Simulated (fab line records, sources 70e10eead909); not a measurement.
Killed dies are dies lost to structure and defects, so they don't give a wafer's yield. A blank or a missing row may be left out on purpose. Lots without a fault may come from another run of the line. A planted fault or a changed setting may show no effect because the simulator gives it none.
A struck lot beside a sound one | flow nand_harc | 15 steps out of a route of 1159
Sound: wafers L772.2, L772.3, L772.4. Struck: wafer L771.2. (L771.1, L771.3 of the same lot were not struck and are left out.) The cause comes at the end.
At each step with rows: each side's tool, then ch and its chambers, then its first start. Under that, the readings that differ: sound wafers | struck wafers | difference of the means | sigmas: that difference in standard deviations of wafers without a fault.
alike: readings whose means differ by less than 2 such deviations, and words and numbers that are the same on both sides. not compared: withheld readings, readings that some wafer has no value for, bounds like >300 that may hide the same value, and numbers for which the record gives no deviation and whose values overlap.
The two part at a step that has a row with sigmas, a row that says differs or no value, or rows on one side only. Numbers that don't overlap but have no deviation are shown without sigmas and don't part them. A reading that every wafer of one side lacks parts them only if that side has two wafers or more.

first, 1 step without rows for these wafers: NHARC_A_CONTACT_ETCH_112 (etches the open film in C4F8/O2/Ar, time 94 s, target depth 922 nm).
NHARC_A_CONTACT_ETCH_113: etches the open film in C4F8/O2/Ar, time 94 s, target depth 922 nm.
  sound on har_cap_etch-03 ch 0,1, day 22 02:43; struck on har_cap_etch-01 ch 1, day 20 22:42
  not compared: rf_hours_counter_h, run_length_s
then, 2 steps without rows for these wafers: NHARC_A_CONTACT_ETCH_114 (etches the open film in C4F8/O2/Ar, time 94 s, target depth 922 nm); NHARC_A_CONTACT_ETCH_115 (etches the open film in C4F8/O2/Ar, time 94 s, target depth 922 nm).
NHARC_A_CONTACT_ETCH_116: etches the open film in C4F8/O2/Ar, time 94 s, target depth 922 nm.
  sound on har_cap_etch-03 ch 0,1, day 22 03:00; struck on har_cap_etch-01 ch 1, day 20 23:04
  not compared: rf_hours_counter_h, run_length_s
then, 2 steps without rows for these wafers: NHARC_A_CONTACT_ETCH_117 (etches the open film in C4F8/O2/Ar, time 94 s, target depth 922 nm); NHARC_A_CONTACT_ETCH_118 (etches the open film in C4F8/O2/Ar, time 94 s, target depth 922 nm).
NHARC_A_CONTACT_ETCH_119: etches the open film in C4F8/O2/Ar, time 94 s, target depth 922 nm.
  sound on har_cap_etch-03 ch 0,1, day 22 03:16; struck on har_cap_etch-01 ch 1, day 20 23:26
  not compared: rf_hours_counter_h, run_length_s
NHARC_A_CONTACT_ETCH_120: etches the open film in C4F8/O2/Ar, time 94 s, target depth 922 nm.
  sound on har_cap_etch-03 ch 0,1, day 22 03:22; struck on har_cap_etch-01 ch 1, day 20 23:33
  not compared: rf_hours_counter_h, run_length_s
then, 1 step without rows for these wafers: NHARC_A_CONTACT_ETCH_121 (etches the open film in C4F8/O2/Ar, time 94 s, target depth 922 nm).
NHARC_A_CONTACT_ETCH_122: etches the open film in C4F8/O2/Ar, time 95 s, target depth 930 nm.
  sound on har_cap_etch-03 ch 0,1, day 22 03:32; struck on har_cap_etch-01 ch 1, day 20 23:47
  not compared: rf_hours_counter_h, run_length_s
then, 1 step without rows for these wafers: NHARC_A_CONTACT_ETCH_123 (etches the open film in C4F8/O2/Ar, time 253 s, target depth 1090 nm).
NHARC_A_CONTACT_ETCH_90: etches the open film in CH3F/O2, target depth 40 nm, time 85.7 s.
  sound on rie_diel-12 ch 1,2,3, day 22 04:13; struck on rie_diel-11 ch 0, day 21 00:37
  reading                         | sound             | struck | difference | sigmas
  rf_vpp_V (V)                    | 242.5 242.7 241.3 | 246.2  | +4.0       | +2
  run_length_s (s)                | 107.2 107.5 106.8 | 76.1   | -31.1      | -59
  showerhead_plenum_p_Torr (Torr) | 2.35 2.28 2.28    | 2.59   | +0.29      | +3
  alike: drypump_motor_current_A, oes_product_au, throttle_valve_pct
  not compared: rf_hours_counter_h
then, 2 steps without rows for these wafers: NHARC_A_CONTACT_ETCH_96 (etches the open film in C4F6/O2, target depth 20 nm, time 10 s); NHARC_END_SORT_01.

WHERE THEY PART
Only at NHARC_A_CONTACT_ETCH_90, within this record.

WHY: what the simulator had put in
Process parameter drift: rie_diel-11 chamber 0, from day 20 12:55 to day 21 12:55, at NHARC_A_CONTACT_ETCH_90. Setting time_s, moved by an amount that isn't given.
